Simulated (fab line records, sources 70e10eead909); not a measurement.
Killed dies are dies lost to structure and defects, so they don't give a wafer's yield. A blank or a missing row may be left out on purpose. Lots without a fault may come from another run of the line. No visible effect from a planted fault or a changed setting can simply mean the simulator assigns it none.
Matching of chambers || flow nand_harc || NHARC_P_M1_CMP_23 on cmp-01 has 4 sister chambers
The step polishes, t overpolish 20 s, target thk 157.82 nm. 8 wafers are shown with their chamber, then 7 later ones without.

== WAFERS, EACH WITH ITS CHAMBER ==
{"wafer": "L074.2", "chamber": 2, "motor_current_A (A)": 11.6, "time_to_endpoint_s (s)": 31.4}
{"wafer": "L078.3", "chamber": 2, "motor_current_A (A)": 11.9, "time_to_endpoint_s (s)": 29.3}
{"wafer": "L078.4", "chamber": 1, "motor_current_A (A)": 11.2, "time_to_endpoint_s (s)": 26.2}
{"wafer": "L078.5", "chamber": 1, "motor_current_A (A)": 10.8, "time_to_endpoint_s (s)": 25.2}
{"wafer": "L080.4", "chamber": 3, "motor_current_A (A)": 12.5, "time_to_endpoint_s (s)": 26.6}
{"wafer": "L080.6", "chamber": 0, "motor_current_A (A)": 12.0, "time_to_endpoint_s (s)": 23.2}
{"wafer": "L088.2", "chamber": 0, "motor_current_A (A)": 11.8, "time_to_endpoint_s (s)": 30.1}
{"wafer": "L088.3", "chamber": 3, "motor_current_A (A)": 11.7, "time_to_endpoint_s (s)": 34.0}

== WAFERS MISSING THEIR CHAMBER ==
{"wafer": "L088.6", "motor_current_A (A)": 11.0, "time_to_endpoint_s (s)": 31.0}
{"wafer": "L093.1", "motor_current_A (A)": 11.1, "time_to_endpoint_s (s)": 31.8}
{"wafer": "L093.5", "motor_current_A (A)": 11.6, "time_to_endpoint_s (s)": 30.0}
{"wafer": "L093.6", "motor_current_A (A)": 11.2, "time_to_endpoint_s (s)": 28.8}
{"wafer": "L095.1", "motor_current_A (A)": 11.7, "time_to_endpoint_s (s)": 29.4}
{"wafer": "L095.4", "motor_current_A (A)": 12.0, "time_to_endpoint_s (s)": 26.6}
{"wafer": "L095.5", "motor_current_A (A)": 11.8, "time_to_endpoint_s (s)": 25.7}

== CHAMBER TAKEN BY EACH ==
{"wafer": "L088.6", "from the rows above": "can't be placed: 1 or 2 or 0 or 3", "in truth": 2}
{"wafer": "L093.1", "from the rows above": "can't be placed: 1 or 2 or 0 or 3", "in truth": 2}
{"wafer": "L093.5", "from the rows above": "can't be placed: 2 or 0 or 3 or 1", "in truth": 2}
{"wafer": "L093.6", "from the rows above": "can't be placed: 1 or 2 or 0 or 3", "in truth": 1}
{"wafer": "L095.1", "from the rows above": "can't be placed: 2 or 0 or 3 or 1", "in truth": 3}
{"wafer": "L095.4", "from the rows above": "can't be placed: 0 or 3 or 2", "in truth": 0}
{"wafer": "L095.5", "from the rows above": "can't be placed: 0 or 2 or 3 or 1", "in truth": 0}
Placed correctly: 0 of 7. Can't be placed from these rows: 7 (the true chamber is among the candidates in 7). 0 placed wrongly.
How it was worked out, from the rows above alone: a wafer's distance from a chamber is the root of the sum, over the readings, of the square of ((its reading less the chamber's mean) divided by the reading's scatter). If the next closest chamber is less than 2 further off than the closest, the wafer can't be placed; otherwise it belongs to the closest. The mean given for a chamber averages the wafers shown for that chamber. The scatter is the square root of a quotient: the sum, over the shown wafers, of each reading's squared deviation from its chamber's mean, divided by wafers minus chambers.
